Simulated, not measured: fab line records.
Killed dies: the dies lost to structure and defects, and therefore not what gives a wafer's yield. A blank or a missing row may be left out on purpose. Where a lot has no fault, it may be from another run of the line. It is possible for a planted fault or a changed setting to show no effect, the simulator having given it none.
A struck lot beside a sound one | flow nand harc | 18 out of 1159 route steps
Sound: these wafers, L639.2, L639.4, L639.6. Wafers struck: L641.3, L641.4, L641.5. At the end, the cause is stated.
Per side, at each step with rows, come the tool, then ch with its chambers, and then its first start. Under that, the readings that differ: sound wafers | struck wafers | difference of the means | sigmas: that difference in standard deviations of wafers without a fault.
alike: words and numbers the same on both sides, and readings whose means are apart by under 2 such deviations; not compared: readings that were withheld, readings missing a value for some wafer, numbers with overlapping values and no deviation given by the record, and bounds like >300 which may hide the same value.
The two part at a step that has a row with sigmas, a row that says differs or no value, or rows on one side only. When numbers do not overlap yet have no deviation, they are printed without sigmas and do not part them. Lack of a reading on every wafer of one side parts them only where that side has two or more wafers.

first, 2 steps without rows for these wafers: NHARC_P_STI_SRD_39; NHARC_P_STI_OXIDE_40 (material SiO2, target thk 10 nm, ox time 1362 s).
NHARC_P_STI_INSPECT_25:
  sound on defect inspect-01, day 4 10:38; struck on defect inspect-01, day 5 00:40
  alike: raw defect count
then, 9 steps without rows for these wafers: NHARC_P_GATE_ETCH_69 (etches SiO2 in dHF, target depth 14 nm); NHARC_P_GATE_PRECLEAN_70 (cleans in SC1); NHARC_P_GATE_SRD_01; NHARC_P_GATE_OXIDE_02 (material SiO2, target thk 37.5 nm, ox time 365 s); NHARC_P_GATE_DEHYDRATE_03 (time 120 s); NHARC_P_GATE_HMDS_04 (time 30 s); NHARC_P_GATE_COAT_05; NHARC_P_GATE_SOFTBAKE_06 (time 95 s); NHARC_P_GATE_EBR_07.
NHARC_P_GATE_EXPOSE_08: exposes mask P HV.
  sound on krf scanner-01 ch 0, day 4 19:01; struck on krf scanner-03 ch 0, day 5 08:46
  reading | sound                | struck                  | difference | sigmas
  mask    | P_HV#0 P_HV#0 P_HV#0 | P_NSD#0 P_NSD#0 P_NSD#0 | differs    |
  alike: focus offset nm, stage vel mm s
then, 2 steps without rows for these wafers: NHARC_P_GATE_PEB_09 (peb time 85 s); NHARC_P_GATE_DEVELOP_10 (time 70 s).
NHARC_P_GATE_CD_MEAS_11 targets a cd of 1640 nm.
  sound on cd sem-01 ch 0, day 4 19:11; struck on cd sem-03 ch 0, day 5 08:55
  reading    | sound                | struck | difference                    | sigmas
  cd nm (nm) | 1639.3 1639.2 1638.6 | - - -  | no value on the struck wafers |
then, 1 step without rows for these wafers: NHARC_P_GATE_HARDBAKE_12 (time 80 s).
-- jump in the record: it breaks off in module P_GATE and resumes in module END (first step shown: number 1159 of the route), and 16 days separate the struck wafers' starts before and after --
NHARC_END_SORT_01:
  the record has rows for the struck wafers here (prober-01 ch 0, day 20 21:19) and none for the sound ones

## WHERE THEY PART
Earliest at NHARC_P_GATE_EXPOSE_08; latest, in this record, at NHARC_END_SORT_01.

WHY: what had been put in by the simulator
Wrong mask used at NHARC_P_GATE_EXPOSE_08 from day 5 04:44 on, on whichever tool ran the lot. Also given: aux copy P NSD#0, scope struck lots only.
